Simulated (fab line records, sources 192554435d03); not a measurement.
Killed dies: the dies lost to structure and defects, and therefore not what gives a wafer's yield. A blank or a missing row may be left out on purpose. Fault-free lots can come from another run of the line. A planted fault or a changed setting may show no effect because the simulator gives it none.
Chamber matching	flow n5 finfet	4 sister chambers for N5_BEOL_M5_ALD_86 on ald metal-02
The step deposits TaN, pulse time 2 s, purge time 3 s, co reactant purge time 2 s. 8 wafers are shown with their chamber, then 8 later ones without.

WAFERS PAIRED WITH THEIR CHAMBERS
wafer	chamber	heater power w (W)
L081.1	0	434
L081.3	1	403
L086.1	3	470
L086.3	0	415
L084.1	2	490
L084.5	2	473
L084.6	1	407
L085.2	3	476

WAFERS WITHOUT THEIR CHAMBER
wafer	heater power w (W)
L085.3	418
L085.4	425
L096.4	491
L096.5	477
L096.6	479
L097.1	469
L097.2	408
L097.6	472

WHICH CHAMBER EACH ONE RAN IN
wafer	from the rows above	in truth
L085.3	can't be placed: 0 or 1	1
L085.4	0	0
L096.4	can't be placed: 2 or 3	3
L096.5	can't be placed: 3 or 2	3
L096.6	can't be placed: 2 or 3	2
L097.1	can't be placed: 3 or 2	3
L097.2	can't be placed: 1 or 0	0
L097.6	can't be placed: 3 or 2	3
Placed correctly: 1 of 8. Not placeable from these rows: 7 (in 7, the candidates include the true chamber). Number placed wrongly: 0.
How it was worked out, from the rows above alone: a wafer's distance from a chamber is the root of the sum, over the readings, of the square of ((its reading less the chamber's mean) divided by the reading's scatter). The wafer belongs to the nearest chamber; if the next one is less than 2 further off, it can't be placed. Each chamber's mean is taken over the wafers shown for it. The scatter is the square root of a quotient: the sum, over the shown wafers, of each reading's squared deviation from its chamber's mean, divided by wafers minus chambers.
